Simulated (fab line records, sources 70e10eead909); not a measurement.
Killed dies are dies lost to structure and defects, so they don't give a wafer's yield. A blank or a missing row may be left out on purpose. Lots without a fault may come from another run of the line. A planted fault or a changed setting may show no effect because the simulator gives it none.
Chamber matching | flow nand_harc | NHARC_A_STAIRCASE_DEP_417 on pecvd-01: 3 sister chambers
The step deposits Si3N4, target thk 60 nm. 24 wafers are shown with their chamber, then 12 later ones without.

WAFERS WITH THEIR CHAMBER
wafer  | chamber | heater_power_w (W)
L074.1 | 0       | 969
L074.4 | 2       | 594
L074.5 | 1       | 609
L075.2 | 0       | 934
L075.3 | 1       | 717
L075.4 | 0       | 921
L075.1 | 2       | 508
L075.5 | 1       | 720
L075.6 | 2       | 506
L079.3 | 1       | 675
L079.5 | 2       | 508
L079.6 | 1       | 670
L080.4 | 1       | 702
L080.5 | 2       | 550
L080.6 | 0       | 808
L082.3 | 0       | 908
L082.4 | 0       | 900
L082.5 | 1       | 714
L086.2 | 2       | 482
L086.3 | 0       | 958
L086.5 | 2       | 479
L086.1 | 1       | 782
L086.4 | 0       | 995
L086.6 | 1       | 795

SIGNATURES (means of the wafers above)
reading        | chamber 0 | chamber 1 | chamber 2 | scatter within a chamber
heater_power_w | 924.12    | 709.33    | 518.14    | 52.7
Rule: a wafer's distance from a chamber is the root of the sum, over the readings, of the square of ((its reading less the chamber's mean) divided by the reading's scatter). The wafer belongs to the nearest chamber; if the next one is less than 2 further off, it can't be placed. The scatter: the root of (the sum of the squares of (reading less its chamber's mean) over the shown wafers, divided by (wafers less chambers)).

WAFERS WITHOUT THEIR CHAMBER
wafer  | heater_power_w (W)
L089.3 | 516
L089.4 | 896
L089.5 | 525
L091.1 | 973
L091.3 | 506
L091.4 | 756
L090.2 | 505
L090.4 | 871
L090.5 | 498
L090.1 | 863
L090.3 | 730
L090.6 | 734

WHICH CHAMBER EACH WENT THROUGH
wafer  | from the rows above     | in truth
L089.3 | 2                       | 2
L089.4 | 0                       | 0
L089.5 | 2                       | 2
L091.1 | 0                       | 0
L091.3 | 2                       | 2
L091.4 | 1                       | 1
L090.2 | 2                       | 2
L090.4 | 0                       | 0
L090.5 | 2                       | 2
L090.1 | can't be placed: 0 or 1 | 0
L090.3 | 1                       | 1
L090.6 | 1                       | 1
Placed correctly: 11 of 12. Can't be placed from these rows: 1 (the true chamber is among the candidates in 1). Placed wrongly: 0.
